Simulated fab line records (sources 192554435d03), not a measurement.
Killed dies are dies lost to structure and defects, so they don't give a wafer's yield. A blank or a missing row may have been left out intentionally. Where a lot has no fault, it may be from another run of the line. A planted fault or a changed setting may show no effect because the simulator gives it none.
Chamber matching || flow n5_finfet || 4 sister chambers for N5_GATE_CUT_SAC_CAP_01 on ald_sin-04
The step material SiNx, target thk 24 nm, pulse time 1 s, ald cycles 480. 4 wafers are shown with their chamber, then 11 later ones without.

## EACH WAFER AND ITS CHAMBER
{"wafer": "L084.6", "chamber": 2, "heater_power_outer_w (W)": 549}
{"wafer": "L086.2", "chamber": 1, "heater_power_outer_w (W)": 449}
{"wafer": "L086.5", "chamber": 3, "heater_power_outer_w (W)": 497}
{"wafer": "L089.1", "chamber": 0, "heater_power_outer_w (W)": 567}

## WAFERS WITH NO CHAMBER GIVEN
{"wafer": "L089.3", "heater_power_outer_w (W)": 542}
{"wafer": "L089.6", "heater_power_outer_w (W)": 543}
{"wafer": "L091.1", "heater_power_outer_w (W)": 445}
{"wafer": "L091.5", "heater_power_outer_w (W)": 559}
{"wafer": "L091.6", "heater_power_outer_w (W)": 463}
{"wafer": "L090.1", "heater_power_outer_w (W)": 530}
{"wafer": "L090.3", "heater_power_outer_w (W)": 562}
{"wafer": "L090.5", "heater_power_outer_w (W)": 483}
{"wafer": "L093.1", "heater_power_outer_w (W)": 489}
{"wafer": "L093.2", "heater_power_outer_w (W)": 553}
{"wafer": "L093.4", "heater_power_outer_w (W)": 543}

## WHICH CHAMBER EACH WENT THROUGH
{"wafer": "L089.3", "from the rows above": "can't be placed: 2 or 0", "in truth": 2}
{"wafer": "L089.6", "from the rows above": "can't be placed: 2 or 0", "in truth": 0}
{"wafer": "L091.1", "from the rows above": 1, "in truth": 1}
{"wafer": "L091.5", "from the rows above": "can't be placed: 0 or 2", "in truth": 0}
{"wafer": "L091.6", "from the rows above": 1, "in truth": 1}
{"wafer": "L090.1", "from the rows above": "can't be placed: 2 or 3 or 0", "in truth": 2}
{"wafer": "L090.3", "from the rows above": "can't be placed: 0 or 2", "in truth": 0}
{"wafer": "L090.5", "from the rows above": 3, "in truth": 3}
{"wafer": "L093.1", "from the rows above": 3, "in truth": 3}
{"wafer": "L093.2", "from the rows above": "can't be placed: 2 or 0", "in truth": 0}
{"wafer": "L093.4", "from the rows above": "can't be placed: 2 or 0", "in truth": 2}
Placed correctly: 4 of 11. From these rows, 7 cannot be placed; in 7 the true chamber is one of the candidates. Placed wrongly: 0.
How it was worked out, from the rows above alone: a wafer's distance from a chamber is the root of the sum, over the readings, of the square of ((its reading less the chamber's mean) divided by the reading's scatter). The wafer belongs to the nearest chamber; if the next one is less than 2 further off, it can't be placed. Each chamber's mean is taken over the wafers shown for it. The scatter: root of mean squared gap, hidden wafer to nearest shown wafer, with one shown wafer a chamber.
